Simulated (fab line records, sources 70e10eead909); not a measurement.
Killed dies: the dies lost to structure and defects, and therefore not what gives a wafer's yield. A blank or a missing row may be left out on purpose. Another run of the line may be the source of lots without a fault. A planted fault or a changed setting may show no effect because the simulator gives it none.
fab line records    flow nand_harc    part 1 of 2: steps 1 to 29 of 43
record: lots: 5  wafers: 15  last_day: 30
route steps=1302 shown P_ZERO_WELL@44 P_STI@69
lots with no fault: from the same line, run without faults
start_h: hours from the record's opening day to when the first of the lot's shown wafers began    wait_h: hours elapsed since this lot's preceding step    " same as the row above    L1.1+2: a single row standing in for several wafers    - value missing, or start not given    * or withheld: withheld    < > ~ a bound
route shown NAME@n: names a module that has steps shown in the file, with the first one's number in the route    usual: mean/standard deviation of fault-free wafers    same: alike in all rows    chamber/n: place in a boat    sites: the reading at each site    _std_site: their standard deviation    _edge_site: inner sites' mean taken away from outer sites' mean    radius_mm: for every site, how far away it sits from the centre of the wafer    mask NAME#n: copy n    behind: the most recent tool/chamber to have shaped the wafer    hold: the reason the lot was held/the length of the hold in hours/how it ended    device: which transistor (n, p or np) failed to switch    end of line: tests run on the same wafers once the route is complete    a step given without rows: its recipe and nothing more    killed: not the wafer's yield, but the dies lost to structure and defects at the first sort    map: the dies of a wafer, with x for killed, . for not killed, _ for no die there
set.NAME: setting as actually run; set.NAME@STEP: the setting as run at that earlier step    model.NAME: the simulator's own value behind a step, which no gauge read
lots at selected steps of the route; one table per step, one row per wafer
services: when a tool's chamber went out of use (start_h, in hours from the record's first day, below 0 if earlier), for how many hours, and the reason
== steps ==
step: NHARC_P_ZERO_WELL_CD_MEAS_37
recipe: target_cd_nm: 720  landing_energy_ev: 500
usual: cd_nm: 718.9/2.6
same: landing_energy_ev: 500
lot.wafer  tool       chamber  start_h  wait_h  cd_nm
L075.1     cd_sem-02  0        34.19    -       715.7
L075.2     "          0        "        "       719.2
L075.5     "          0        "        "       719.4
L077.1     cd_sem-02  0        55.04    -       720.1
L077.5     "          0        "        "       715.8
L077.6     "          0        "        "       719.6
L079.2     cd_sem-01  0        74.22    -       720.9
L079.5     "          0        "        "       720.4
L079.6     "          0        "        "       717.3
L084.1     cd_sem-01  0        124.69   -       720.3
L084.4     "          0        "        "       717.3
L084.6     "          0        "        "       721.4
L091.2     cd_sem-01  0        194.36   -       721.3
L091.3     "          0        "        "       719.4
L091.4     "          0        "        "       716.8
step: NHARC_P_ZERO_WELL_HARDBAKE_38
recipe: temp_c: 125  time_s: 80
usual: plate_temp_C: 125.00/0.14
lot.wafer  tool            chamber  start_h  wait_h  plate_temp_C
L075.1     litho_track-05  0        34.27    -       125.09
L075.2     "               0        "        "       125.20
L075.5     "               0        "        "       125.14
L077.1     litho_track-07  0        55.12    -       124.91
L077.5     "               0        "        "       124.93
L077.6     "               0        "        "       124.95
L079.2     litho_track-05  0        74.30    -       125.09
L079.5     "               0        "        "       125.08
L079.6     "               0        "        "       125.16
L084.1     litho_track-03  0        124.77   -       124.78
L084.4     "               0        "        "       125.11
L084.6     "               0        "        "       124.99
L091.2     litho_track-05  0        194.44   -       125.01
L091.3     "               0        "        "       124.95
L091.4     "               0        "        "       124.79
step: NHARC_P_ZERO_WELL_DESCUM_39
recipe: time_s: 3  o2_flow_sccm: 200  ar_flow_sccm: 0  bias_power_w: 0  chemistry: O2
usual: drypump_motor_current_A: 5.8/0.4  oes_product_au: 1.004/0.012  rf_vpp_V: 57.8/0.89  showerhead_plenum_p_Torr: 1.90/0.099  throttle_valve_pct: 11.311/0.0088
lot.wafer  tool         chamber  start_h  wait_h  drypump_motor_current_A  oes_product_au  rf_hours_counter_h  rf_vpp_V  showerhead_plenum_p_Torr  throttle_valve_pct
L075.1     rie_diel-02  1        34.35    -       6.2                      1.010           56                  57.6      1.96                      11.302
L075.2     "            3        "        "       5.5                      0.981           59                  57.4      1.79                      11.321
L075.5     "            1        "        "       6.2                      1.010           -                   57.2      1.96                      11.316
L077.1     rie_diel-01  2        55.24    -       5.8                      0.960           7                   57.9      1.77                      11.310
L077.6     "            3        "        "       5.7                      0.998           -                   57.6      2.07                      11.322
L077.5     "            0        "        "       4.8                      0.999           -                   56.7      1.95                      11.299
L079.2     rie_diel-02  0        74.38    -       6.1                      0.989           10                  57.6      1.89                      11.315
L079.6     "            0        "        "       6.1                      0.983           -                   56.3      1.89                      11.315
L079.5     "            1        "        "       6.2                      0.981           -                   57.4      1.95                      11.310
L084.1     rie_diel-10  3        124.85   -       6.0                      1.002           18                  57.3      2.00                      11.325
L084.4     "            1        "        "       5.7                      1.023           17                  58.7      1.95                      11.320
L084.6     "            0        "        "       5.5                      1.016           -                   57.5      1.77                      11.301
L091.3     rie_diel-02  3        194.53   -       5.5                      1.019           44                  58.5      1.77                      11.317
L091.4     "            0        "        "       6.1                      1.018           50                  58.9      1.88                      11.326
L091.2     "            1        "        "       6.2                      1.001           52                  58.2      1.94                      11.310
step: NHARC_P_ZERO_WELL_IMPLANT_40
recipe: energy_kev: 300  dose_cm2: 1e+13  tilt_deg: 7
usual: beam_on_s: 9.95/0.19
same: implant_ion_amu: 11
lot.wafer  tool          chamber  start_h  wait_h  beam_on_s
L075.1     implanter-01  0        34.50    0.1     9.67
L075.2     "             0        "        "       9.79
L075.5     "             0        "        "       9.68
L077.1     implanter-02  0        55.35    0.1     9.49
L077.5     "             0        "        "       9.93
L077.6     "             0        "        "       9.84
L079.2     implanter-01  0        74.58    0.2     9.71
L079.5     "             0        "        "       10.09
L079.6     "             0        "        "       9.94
L084.1     implanter-01  0        125.01   0.1     9.82
L084.4     "             0        "        "       9.89
L084.6     "             0        "        "       10.06
L091.2     implanter-02  0        194.69   0.1     10.07
L091.3     "             0        "        "       9.82
L091.4     "             0        "        "       10.31
step: NHARC_P_ZERO_WELL_IMPLANT_59
recipe: energy_kev: 120  dose_cm2: 5e+12  tilt_deg: 7
usual: beam_on_s: 9.99/0.2
same: implant_ion_amu: 11
lot.wafer  tool          chamber  start_h  wait_h  beam_on_s
L075.1     implanter-01  0        34.68    0.2     10.09
L075.2     "             0        "        "       9.95
L075.5     "             0        "        "       10.03
L077.1     implanter-02  0        55.53    0.2     9.91
L077.5     "             0        "        "       10.00
L077.6     "             0        "        "       10.05
L079.2     implanter-01  0        74.77    0.2     10.29
L079.5     "             0        "        "       9.60
L079.6     "             0        "        "       10.15
L084.1     implanter-01  0        125.19   0.1     10.41
L084.4     "             0        "        "       9.87
L084.6     "             0        "        "       9.57
L091.2     implanter-02  0        194.87   0.2     10.21
L091.3     "             0        "        "       9.70
L091.4     "             0        "        "       9.85
step: NHARC_P_ZERO_WELL_IMPLANT_60
recipe: energy_kev: 30  dose_cm2: 2e+12  tilt_deg: 7
usual: beam_on_s: 10.04/0.18
same: implant_ion_amu: 11
lot.wafer  tool          chamber  start_h  wait_h  beam_on_s
L075.1     implanter-01  0        34.86    0.1     9.84
L075.2     "             0        "        "       9.98
L075.5     "             0        "        "       10.14
L077.1     implanter-02  0        55.71    0.2     9.86
L077.5     "             0        "        "       9.80
L077.6     "             0        "        "       9.96
L079.2     implanter-01  0        74.95    0.2     10.01
L079.5     "             0        "        "       10.03
L079.6     "             0        "        "       10.00
L084.1     implanter-01  0        125.37   0.1     10.01
L084.4     "             0        "        "       9.90
L084.6     "             0        "        "       10.29
L091.2     implanter-02  0        195.06   0.2     9.97
L091.3     "             0        "        "       9.67
L091.4     "             0        "        "       10.24
step: NHARC_P_ZERO_WELL_STRIP_41
recipe: time_s: 840  temp_c: 130  chemistry: SPM
lot.wafer   tool          chamber  start_h  wait_h
L075.2+1+5  wet_bench-09  2,3,6    35.08    0.2
L077.5+6+1  wet_bench-03  6,7,1    55.93    0.1
L079.5+2+6  wet_bench-03  6,2,3    75.13    0.1
L084.6+1+4  wet_bench-09  7,0,1    125.60   0.1
L091.2+3+4  wet_bench-09  3,4,6    195.25   0.2
step: NHARC_P_ZERO_WELL_DEHYDRATE_44
recipe: temp_c: 150  time_s: 120
usual: plate_temp_C: 150.02/0.15
lot.wafer  tool            chamber  start_h  wait_h  plate_temp_C
L075.1     litho_track-07  0        35.41    -       149.59
L075.2     "               0        "        "       149.95
L075.5     "               0        "        "       150.12
L077.1     litho_track-05  0        56.26    -       150.23
L077.5     "               0        "        "       149.96
L077.6     "               0        "        "       150.07
L079.2     litho_track-05  0        75.51    -       150.15
L079.5     "               0        "        "       150.30
L079.6     "               0        "        "       150.22
L084.1     litho_track-07  0        125.91   -       149.99
L084.4     "               0        "        "       150.06
L084.6     "               0        "        "       149.99
L091.2     litho_track-03  0        195.57   -       150.01
L091.3     "               0        "        "       149.97
L091.4     "               0        "        "       149.93
step: NHARC_P_ZERO_WELL_HMDS_45
recipe: time_s: 30
lot.wafer   tool            chamber  start_h  wait_h
L075.1+2+5  litho_track-07  0        -        -
L077.1+5+6  litho_track-05  0        -        -
L079.2+5+6  litho_track-05  0        -        -
L084.1+4+6  litho_track-07  0        -        -
L091.2+3+4  litho_track-03  0        -        -
step: NHARC_P_ZERO_WELL_COAT_46
recipe: spin_rpm: withheld
lot.wafer   tool            chamber  start_h  wait_h
L075.1+2+5  litho_track-07  0        -        -
L077.1+5+6  litho_track-05  0        -        -
L079.2+5+6  litho_track-05  0        -        -
L084.1+4+6  litho_track-07  0        -        -
L091.2+3+4  litho_track-03  0        -        -
step: NHARC_P_ZERO_WELL_SOFTBAKE_47
recipe: temp_c: 122  time_s: 95
usual: plate_temp_C: 122.00/0.15
lot.wafer  tool            chamber  start_h  wait_h  plate_temp_C
L075.1     litho_track-07  0        -        -       121.81
L075.2     "               0        "        "       122.02
L075.5     "               0        "        "       121.96
L077.1     litho_track-05  0        -        -       121.79
L077.5     "               0        "        "       121.95
L077.6     "               0        "        "       121.94
L079.2     litho_track-05  0        -        -       121.97
L079.5     "               0        "        "       121.86
L079.6     "               0        "        "       121.82
L084.1     litho_track-07  0        -        -       122.12
L084.4     "               0        "        "       122.27
L084.6     "               0        "        "       122.32
L091.2     litho_track-03  0        -        -       122.08
L091.3     "               0        "        "       121.92
L091.4     "               0        "        "       121.92
step: NHARC_P_ZERO_WELL_EBR_48
lot.wafer   tool            chamber  start_h  wait_h
L075.1+2+5  litho_track-07  0        -        -
L077.1+5+6  litho_track-05  0        -        -
L079.2+5+6  litho_track-05  0        -        -
L084.1+4+6  litho_track-07  0        -        -
L091.2+3+4  litho_track-03  0        -        -
step: NHARC_P_ZERO_WELL_EXPOSE_49
recipe: na: 0.6  target_cd_nm: 2000  dose_mj: 22.64  mask_id: P_HVPW
lot.wafer   tool            chamber  start_h  wait_h  mask
L075.1+2+5  krf_scanner-04  0        35.68    -       P_HVPW#0
L077.1+5+6  krf_scanner-03  0        56.40    -       P_HVPW#0
L079.2+5+6  krf_scanner-02  0        75.78    -       P_HVPW#0
L084.1+4+6  krf_scanner-03  0        126.18   -       P_HVPW#0
L091.2+3+4  krf_scanner-04  0        195.84   -       P_HVPW#0
step: NHARC_P_ZERO_WELL_PEB_50
recipe: peb_temp_c: 118  peb_time_s: 85
usual: plate_temp_C: 118.00/0.13
lot.wafer  tool            chamber  start_h  wait_h  plate_temp_C
L075.1     litho_track-05  0        35.75    0.1     118.00
L075.2     "               0        "        "       118.31
L075.5     "               0        "        "       118.12
L077.1     litho_track-03  0        56.47    0.1     117.96
L077.5     "               0        "        "       117.98
L077.6     "               0        "        "       118.27
L079.2     litho_track-05  0        75.84    0.1     117.83
L079.5     "               0        "        "       117.94
L079.6     "               0        "        "       117.99
L084.1     litho_track-03  0        126.25   0.1     118.13
L084.4     "               0        "        "       118.04
L084.6     "               0        "        "       118.12
L091.2     litho_track-05  0        195.91   0.1     118.04
L091.3     "               0        "        "       118.02
L091.4     "               0        "        "       118.11
step: NHARC_P_ZERO_WELL_DEVELOP_51
recipe: time_s: 70
lot.wafer   tool            chamber  start_h  wait_h
L075.1+2+5  litho_track-05  0        -        -
L077.1+5+6  litho_track-03  0        -        -
L079.2+5+6  litho_track-05  0        -        -
L084.1+4+6  litho_track-03  0        -        -
L091.2+3+4  litho_track-05  0        -        -
step: NHARC_P_ZERO_WELL_CD_MEAS_52
recipe: target_cd_nm: 2000  landing_energy_ev: 500
usual: cd_nm: 1999.6/2.1
same: landing_energy_ev: 500
lot.wafer  tool       chamber  start_h  wait_h  cd_nm
L075.1     cd_sem-01  0        35.85    -       1999.3
L075.2     "          0        "        "       2000.9
L075.5     "          0        "        "       2000.6
L077.1     cd_sem-01  0        56.56    -       2005.0
L077.5     "          0        "        "       2000.1
L077.6     "          0        "        "       2001.5
L079.2     cd_sem-02  0        75.94    -       2001.3
L079.5     "          0        "        "       2000.7
L079.6     "          0        "        "       2000.5
L084.1     cd_sem-03  0        126.34   -       1999.5
L084.4     "          0        "        "       2000.3
L084.6     "          0        "        "       2001.5
L091.2     cd_sem-03  0        196.00   -       1998.1
L091.3     "          0        "        "       1997.6
L091.4     "          0        "        "       1998.3
step: NHARC_P_ZERO_WELL_HARDBAKE_53
recipe: temp_c: 125  time_s: 80
usual: plate_temp_C: 125.01/0.11
lot.wafer  tool            chamber  start_h  wait_h  plate_temp_C
L075.1     litho_track-03  0        35.93    -       124.97
L075.2     "               0        "        "       124.87
L075.5     "               0        "        "       124.97
L077.1     litho_track-03  0        56.64    -       125.11
L077.5     "               0        "        "       125.09
L077.6     "               0        "        "       124.99
L079.2     litho_track-03  0        76.03    -       125.16
L079.5     "               0        "        "       125.12
L079.6     "               0        "        "       125.01
L084.1     litho_track-07  0        126.42   -       124.85
L084.4     "               0        "        "       125.06
L084.6     "               0        "        "       124.94
L091.2     litho_track-07  0        196.08   -       125.01
L091.3     "               0        "        "       124.88
L091.4     "               0        "        "       124.98
step: NHARC_P_ZERO_WELL_DESCUM_54
recipe: time_s: 3  o2_flow_sccm: 200  ar_flow_sccm: 0  bias_power_w: 0  chemistry: O2
usual: drypump_motor_current_A: 5.7/0.4  oes_product_au: 1.004/0.013  rf_vpp_V: 57.9/0.92  showerhead_plenum_p_Torr: 1.91/0.1  throttle_valve_pct: 11.311/0.0091
lot.wafer  tool         chamber  start_h  wait_h  drypump_motor_current_A  oes_product_au  rf_hours_counter_h  rf_vpp_V  showerhead_plenum_p_Torr  throttle_valve_pct
L075.1     rie_diel-01  3        36.01    -       5.6                      1.000           0                   58.1      2.08                      11.300
L075.2     "            0        "        "       4.7                      0.998           0                   59.4      1.95                      11.306
L075.5     "            3        "        "       5.6                      1.016           -                   59.9      2.08                      11.302
L077.1     rie_diel-10  3        56.73    -       5.9                      0.979           48                  59.1      2.01                      11.302
L077.6     "            3        "        "       5.9                      0.986           -                   57.6      2.01                      11.304
L077.5     "            0        "        "       5.4                      0.991           -                   58.3      1.77                      11.311
L079.2     rie_diel-01  2        76.20    -       5.9                      0.975           17                  57.8      1.77                      11.305
L079.5     "            1        "        "       6.1                      1.017           -                   58.4      1.91                      11.313
L079.6     "            2        "        "       5.9                      0.984           -                   57.6      1.77                      11.317
L084.4     rie_diel-01  0        126.51   -       4.7                      1.019           38                  58.9      1.94                      11.314
L084.1     "            1        "        "       6.1                      1.006           31                  56.7      1.91                      11.315
L084.6     "            3        "        "       5.7                      1.009           -                   59.3      2.07                      11.309
L091.2     rie_diel-02  1        196.16   -       6.2                      1.002           53                  58.8      1.94                      11.307
L091.4     "            3        "        "       5.5                      1.014           45                  56.4      1.77                      11.294
L091.3     "            0        "        "       6.2                      1.005           50                  57.0      1.88                      11.307
step: NHARC_P_ZERO_WELL_IMPLANT_55
recipe: energy_kev: 180  dose_cm2: 8e+11  tilt_deg: 7
usual: beam_on_s: 9.98/0.2
same: implant_ion_amu: 11
lot.wafer  tool          chamber  start_h  wait_h  beam_on_s
L075.1     implanter-01  0        36.23    0.2     10.26
L075.2     "             0        "        "       10.36
L075.5     "             0        "        "       10.05
L077.1     implanter-01  0        56.89    0.1     10.18
L077.5     "             0        "        "       9.87
L077.6     "             0        "        "       10.10
L079.2     implanter-01  0        76.37    0.2     10.09
L079.5     "             0        "        "       10.32
L079.6     "             0        "        "       9.95
L084.1     implanter-02  0        126.65   0.1     9.97
L084.4     "             0        "        "       10.01
L084.6     "             0        "        "       9.89
L091.2     implanter-01  0        196.33   0.2     10.02
L091.3     "             0        "        "       10.05
L091.4     "             0        "        "       9.83
step: NHARC_P_ZERO_WELL_IMPLANT_61
recipe: energy_kev: 30  dose_cm2: 5e+11  tilt_deg: 7
usual: beam_on_s: 9.98/0.2
same: implant_ion_amu: 11
lot.wafer  tool          chamber  start_h  wait_h  beam_on_s
L075.1     implanter-01  0        36.41    0.1     10.02
L075.2     "             0        "        "       10.25
L075.5     "             0        "        "       9.91
L077.1     implanter-01  0        57.07    0.1     9.94
L077.5     "             0        "        "       10.12
L077.6     "             0        "        "       10.17
L079.2     implanter-01  0        76.55    0.1     9.90
L079.5     "             0        "        "       9.77
L079.6     "             0        "        "       10.09
L084.1     implanter-02  0        126.83   0.2     9.83
L084.4     "             0        "        "       9.87
L084.6     "             0        "        "       9.78
L091.2     implanter-01  0        196.51   0.1     9.99
L091.3     "             0        "        "       10.11
L091.4     "             0        "        "       10.21
step: NHARC_P_ZERO_WELL_STRIP_56
recipe: time_s: 840  temp_c: 130  chemistry: SPM
lot.wafer   tool          chamber  start_h  wait_h
L075.2+5+1  wet_bench-09  6,7,0    36.62    0.2
L077.1+5+6  wet_bench-09  7,0,2    57.29    0.2
L079.5+6+2  wet_bench-03  4,7,0    76.73    0.1
L084.4+1+6  wet_bench-09  4,5,7    127.04   0.1
L091.4+2+3  wet_bench-03  6,0,1    196.71   0.1
step: NHARC_P_ZERO_WELL_PRECLEAN_68
recipe: time_s: 60  temp_c: 50  bath_age_min: 0  chemistry: SC1
usual: nh4oh_flow_mL_min: 28.30/0.097  sc1_h2o2_end_mol_l: 0.3698/0.00072
lot.wafer  tool          chamber  start_h  wait_h  nh4oh_flow_mL_min  sc1_h2o2_end_mol_l
L075.2     wet_bench-09  6        -        -       28.35              0.3711
L075.5     "             7        "        "       28.20              0.3699
L075.1     "             0        "        "       28.22              0.3708
L077.1     wet_bench-09  7        -        -       28.38              0.3696
L077.5     "             0        "        "       28.27              0.3681
L077.6     "             2        "        "       28.28              0.3709
L079.5     wet_bench-03  4        -        -       28.16              0.3695
L079.6     "             7        "        "       28.20              0.3697
L079.2     "             0        "        "       28.34              0.3691
L084.4     wet_bench-09  4        -        -       28.16              0.3697
L084.1     "             5        "        "       28.49              0.3708
L084.6     "             7        "        "       28.27              0.3696
L091.4     wet_bench-03  6        -        -       28.23              0.3694
L091.2     "             0        "        "       28.32              0.3702
L091.3     "             1        "        "       28.37              0.3697
step: NHARC_P_ZERO_WELL_SRD_69
lot.wafer   tool          chamber  start_h  wait_h
L075.2+5+1  wet_bench-09  6,7,0    -        -
L077.1+5+6  wet_bench-09  7,0,2    -        -
L079.5+6+2  wet_bench-03  4,7,0    -        -
L084.4+1+6  wet_bench-09  4,5,7    -        -
L091.4+2+3  wet_bench-03  6,0,1    -        -
step: NHARC_P_ZERO_WELL_RTA_42
recipe: temp_c: 1100  time_s: 300
usual: lamp_power_pct: 34.8/2  wafer_temp_C_max: 1103.1/0.74
lot.wafer  tool           chamber  start_h  wait_h  lamp_power_pct  wafer_temp_C_max
L075.1     rtp_anneal-01  0        37.06    -       36.8            1102.8
L075.2     "              0        "        "       36.8            1102.5
L075.5     "              0        "        "       36.8            1102.4
L077.1     rtp_anneal-02  0        57.72    -       32.8            1103.6
L077.5     "              0        "        "       32.7            1102.9
L077.6     "              0        "        "       32.8            1102.3
L079.2     rtp_anneal-02  0        77.36    -       32.8            1102.4
L079.5     "              0        "        "       32.7            1104.0
L079.6     "              0        "        "       32.7            1103.2
L084.1     rtp_anneal-01  0        127.48   -       36.8            1103.4
L084.4     "              0        "        "       36.8            1103.0
L084.6     "              0        "        "       36.8            1103.0
L091.2     rtp_anneal-02  0        197.25   -       32.8            1103.2
L091.3     "              0        "        "       32.8            1102.6
L091.4     "              0        "        "       32.7            1103.4
step: NHARC_P_ZERO_WELL_INSPECT_43
usual: raw_defect_count: 13/6.9
lot.wafer  tool               chamber  start_h  wait_h  raw_defect_count
L075.1     defect_inspect-01  -        37.73    0.6     16
L075.2     "                  -        "        "       35
L075.5     "                  -        "        "       19
L077.1     defect_inspect-01  -        58.40    0.6     13
L077.5     "                  -        "        "       28
L077.6     "                  -        "        "       25
L079.2     defect_inspect-02  -        77.94    0.5     11
L079.5     "                  -        "        "       11
L079.6     "                  -        "        "       12
L084.1     defect_inspect-02  -        128.15   0.6     12
L084.4     "                  -        "        "       11
L084.6     "                  -        "        "       13
L091.2     defect_inspect-02  -        197.82   0.5     18
L091.3     "                  -        "        "       9
L091.4     "                  -        "        "       10
step: NHARC_P_STI_ETCH_26
recipe: target_depth_a: 110  chemistry: dHF  material: SiO2
lot.wafer   tool          chamber  start_h  wait_h
L075.2+1+5  wet_bench-07  7,1,3    37.79    0.1
L077.6+1+5  wet_bench-02  1,5,6    58.45    0.0
L079.5+2+6  wet_bench-01  7,0,2    78.01    0.1
L084.1+4+6  wet_bench-02  5,6,1    128.21   0.1
L091.3+4+2  wet_bench-01  3,4,0    197.87   0.0
step: NHARC_P_STI_PRECLEAN_27
recipe: time_s: *  temp_c: 50  bath_age_min: 0  chemistry: SC1
usual: nh4oh_flow_mL_min: 28.30/0.097  sc1_h2o2_end_mol_l: 0.3699/0.00063
lot.wafer  tool          chamber  start_h  wait_h  nh4oh_flow_mL_min  sc1_h2o2_end_mol_l
L075.2     wet_bench-07  7        37.85    0.0     28.32              0.3690
L075.1     "             1        "        "       28.31              0.3693
L075.5     "             3        "        "       28.32              0.3712
L077.6     wet_bench-02  1        58.52    0.1     28.24              0.3703
L077.1     "             5        "        "       28.23              0.3701
L077.5     "             6        "        "       28.19              0.3704
L079.5     wet_bench-01  7        78.13    0.1     28.31              0.3697
L079.2     "             0        "        "       28.26              0.3695
L079.6     "             2        "        "       28.35              0.3699
L084.1     wet_bench-02  5        128.27   0.0     28.41              0.3700
L084.4     "             6        "        "       28.27              0.3691
L084.6     "             1        "        "       28.33              0.3691
L091.3     wet_bench-01  3        198.01   0.1     28.40              0.3703
L091.4     "             4        "        "       28.20              0.3708
L091.2     "             0        "        "       28.37              0.3700
step: NHARC_P_STI_SRD_28
lot.wafer   tool          chamber  start_h  wait_h
L075.2+1+5  wet_bench-07  7,1,3    -        -
L077.6+1+5  wet_bench-02  1,5,6    -        -
L079.5+2+6  wet_bench-01  7,0,2    -        -
L084.1+4+6  wet_bench-02  5,6,1    -        -
L091.3+4+2  wet_bench-01  3,4,0    -        -
step: NHARC_P_STI_OXIDE_29
recipe: target_thk_a: 100  temp_c: 900  ox_time_s: 1362  material: SiO2
usual: ox_temp_c: 899.9/0.36
lot.wafer  tool        chamber  start_h  wait_h  ox_temp_c
L075.1     furnace-01  0        42.19    -       900.7
L075.2     "           0        "        "       900.5
L075.5     "           0        "        "       900.1
L077.1     furnace-01  0        61.84    -       899.4
L077.5     "           0        "        "       900.0
L077.6     "           0        "        "       899.7
L079.2     furnace-04  0        83.12    -       899.8
L079.5     "           0        "        "       899.6
L079.6     "           0        "        "       899.9
L084.1     furnace-06  0        132.46   -       900.6
L084.4     "           0        "        "       899.6
L084.6     "           0        "        "       900.3
L091.2     furnace-06  0        203.58   -       900.4
L091.3     "           0        "        "       899.8
L091.4     "           0        "        "       899.8
